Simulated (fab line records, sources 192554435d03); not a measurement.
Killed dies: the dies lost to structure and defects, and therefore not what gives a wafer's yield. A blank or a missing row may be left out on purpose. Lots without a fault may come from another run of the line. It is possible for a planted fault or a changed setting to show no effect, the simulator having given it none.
Which tool is to blame?    flow n5_finfet    27 wafers from 9 lots sampled at 2 of the route's 1938 steps

## WHAT THE GAUGES READ, wafer by wafer
N5_ZERO_LAYER_INSPECT_20: inspects for defects (darkfield).
lot   measured     on                 raw_defect_count
L674  day 1 19:15  defect_inspect-01  30 22 26
L678  day 2 19:23  defect_inspect-02  28 37 23
L680  day 3 07:55  defect_inspect-02  21 28 36
L684  day 4 07:41  defect_inspect-02  11 19 15
L685  day 4 13:16  defect_inspect-01  39 27 27
L686  day 4 19:23  defect_inspect-01  24 20 32
L694  day 6 19:46  defect_inspect-02  363 391 380
L695  day 7 01:15  defect_inspect-02  373 383 397
L696  day 7 07:18  defect_inspect-01  14 35 69

## WHICH TOOL RAN EACH LOT (tool, then ch and the chambers of the sampled wafers, then the start)
lot   N5_ZERO_LAYER_ETCH_17
L674  rie_diel-04 ch 1,2, day 1 18:43
L678  rie_diel-05 ch 1,2,3, day 2 18:50
L680  rie_diel-04 ch 0,1,3, day 3 07:11
L684  rie_diel-04 ch 2,3, day 4 07:09
L685  rie_diel-05 ch 2,3, day 4 12:43
L686  rie_diel-04 ch 1,2, day 4 18:50
L694  rie_diel-05 ch 0,1,2, day 6 19:13
L695  rie_diel-05 ch 1,2, day 7 00:43
L696  rie_diel-03 ch 0,1,2, day 7 06:46
- N5_ZERO_LAYER_ETCH_17: etches SiO2 in CF4, target depth 12 nm, time 13.3 s.

## THE ANSWER, worked out from the rows above alone
Rule: the lots themselves supply what counts as usual. The widest of any qualifying gaps counts: lots, ordered by their means at a reading, are off when they make up no more than a third of the lots, leave a main group of 4 or more, and stand apart from it by 3 or more times the standard deviation of that group's means. If all means in a main group match to the digits the tables above print for the reading, that group is not used. Also off: a lot with no number at a reading for which 4 or more lots have one. The other lots that the step has rows for count as sound.
Off, at N5_ZERO_LAYER_INSPECT_20 on raw_defect_count: L694, L695. The main group has a mean of 28 with a standard deviation of 6.8.
A tool fits if, at a process step before that reading, it ran every lot that is off, and no sound lot after the first of them. Those tools and the gauges at N5_ZERO_LAYER_INSPECT_20 are tried in the same way. Undecided on this evidence; 2 tools fit (rie_diel-05 at N5_ZERO_LAYER_ETCH_17, defect_inspect-02 at N5_ZERO_LAYER_INSPECT_20).

## WHAT HAD BEEN PUT IN BY THE SIMULATOR
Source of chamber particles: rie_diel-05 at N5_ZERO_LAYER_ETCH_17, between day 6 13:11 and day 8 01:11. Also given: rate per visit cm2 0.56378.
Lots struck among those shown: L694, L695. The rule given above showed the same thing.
